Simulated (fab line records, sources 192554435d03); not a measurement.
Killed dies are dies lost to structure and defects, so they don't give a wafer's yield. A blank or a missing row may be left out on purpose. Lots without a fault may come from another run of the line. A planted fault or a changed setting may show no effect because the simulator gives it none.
Split-lot experiment | flow n5_finfet | 7 lots, 21 wafers read, on a route of 1938 steps

THE SPLIT
At N5_BEOL_M3_COAT_22 (resist thk 30 nm), the setting spin_rpm was moved away from the recipe's 1500 rpm on 3 of the 21 wafers read, by -8.4% to +7.9%. The other wafers ran this setting at the recipe's value.

FROM THE SPLIT TO THE READING: what the file shows between them, 2 steps
- N5_BEOL_M3_EBR_24
- N5_BEOL_M3_SOFTBAKE_23: time 60 s

THE READING
CAR-EUV_of_BEOL_M3_COAT_22.thk_nm (the simulator's own value, which no gauge read), in nm, at N5_BEOL_M3_DESCUM_33 (chemistry O2, time 7 s). The file gives no usual value for it. The 18 wafers here that ran the recipe average 26.1 nm, standard deviation 0.13 nm.

wafer  | tool, chamber at the split | spin_rpm as run, rpm | against the recipe | CAR-EUV_of_BEOL_M3_COAT_22.thk_nm, nm | against lot-mates on the recipe
L075.1 | litho_track-03, 0          | 1500                 | recipe             | 26                                    | -
L075.3 | litho_track-03, 0          | 1500                 | recipe             | 26                                    | -
L075.6 | litho_track-03, 0          | 1618                 | +7.9%              | 25                                    | -1.0
L078.2 | litho_track-03, 0          | 1500                 | recipe             | 26                                    | -
L078.3 | litho_track-03, 0          | 1500                 | recipe             | 26                                    | -
L078.6 | litho_track-03, 0          | 1500                 | recipe             | 26                                    | -
L080.3 | litho_track-04, 0          | 1500                 | recipe             | 26.2                                  | -
L080.5 | litho_track-04, 0          | 1500                 | recipe             | 26.2                                  | -
L080.6 | litho_track-04, 0          | 1500                 | recipe             | 26.2                                  | -
L081.4 | litho_track-01, 0          | 1500                 | recipe             | 26                                    | -
L081.6 | litho_track-01, 0          | 1500                 | recipe             | 26                                    | -
L081.5 | litho_track-01, 0          | 1500                 | recipe             | 25.8                                  | -
L082.2 | litho_track-03, 0          | 1374                 | -8.4%              | 27.6                                  | +1.6
L082.6 | litho_track-03, 0          | 1374                 | -8.4%              | 27.6                                  | +1.6
L082.3 | litho_track-03, 0          | 1500                 | recipe             | 26                                    | -
L084.1 | litho_track-03, 0          | 1500                 | recipe             | 26.2                                  | -
L084.3 | litho_track-03, 0          | 1500                 | recipe             | 26                                    | -
L084.4 | litho_track-03, 0          | 1500                 | recipe             | 26.4                                  | -
L091.2 | litho_track-04, 0          | 1500                 | recipe             | 26.2                                  | -
L091.5 | litho_track-04, 0          | 1500                 | recipe             | 26                                    | -
L091.6 | litho_track-04, 0          | 1500                 | recipe             | 26                                    | -

THE FIT
A straight line over all 21 wafers: CAR-EUV_of_BEOL_M3_COAT_22.thk_nm changes by -0.167 nm for each +1% of spin_rpm; r = -0.97; the points scatter about the line by 0.15 nm.
The same after taking each lot's own level away (the mean of its wafers on the recipe; 21 wafers): -0.17 nm for each +1%; r = -0.98; scatter 0.12 nm.
On that fit, the largest move of spin_rpm shifts the reading by 1.4 nm.
The lots' own levels span 25.93 to 26.20 nm, that is 2.0 times the standard deviation above.
So the lot-to-lot level changes the slope little: the two slopes agree.
Check: with one of the wafers moved furthest among these (-8.4%) left out of the fit, the line predicts +1.38 nm for it against its lot-mates. It came out at +1.6 nm against them.

OTHER SPLITS ON THESE WAFERS
These wafers also went through other splits before the reading. Each is held against what the fit with the lots' levels taken away leaves over:
other split on the same wafers | wafers away from the commonest value | r with CAR-EUV_of_BEOL_M3_COAT_22.thk_nm (lot level and that fit taken away)
N5_BEOL_M2_DEP_57 time_s       | 10                                   | -0.41
N5_BEOL_M3_COAT_05 spin_rpm    | 6                                    | +0.38

THE WHOLE CHAIN: every reading that the file lists as answering this split, in the file's order
step                 | what it does           | reading                                                                            | change (the file's fit)               | r (the file's)
N5_BEOL_M3_COAT_22   | resist thk 30 nm       | CAR-EUV_of_BEOL_M3_COAT_22.thk_nm (the simulator's own value, which no gauge read) | -0.148 nm for each +1% of the setting | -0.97
N5_BEOL_M3_DESCUM_33 | chemistry O2, time 7 s | CAR-EUV_of_BEOL_M3_COAT_22.thk_nm (the simulator's own value, which no gauge read) | -0.161 nm for each +1% of the setting | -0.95

THE FILE'S OWN FIT
CAR-EUV_of_BEOL_M3_COAT_22.thk_nm changes by -0.161 nm for each +1% of spin_rpm, r = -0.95.
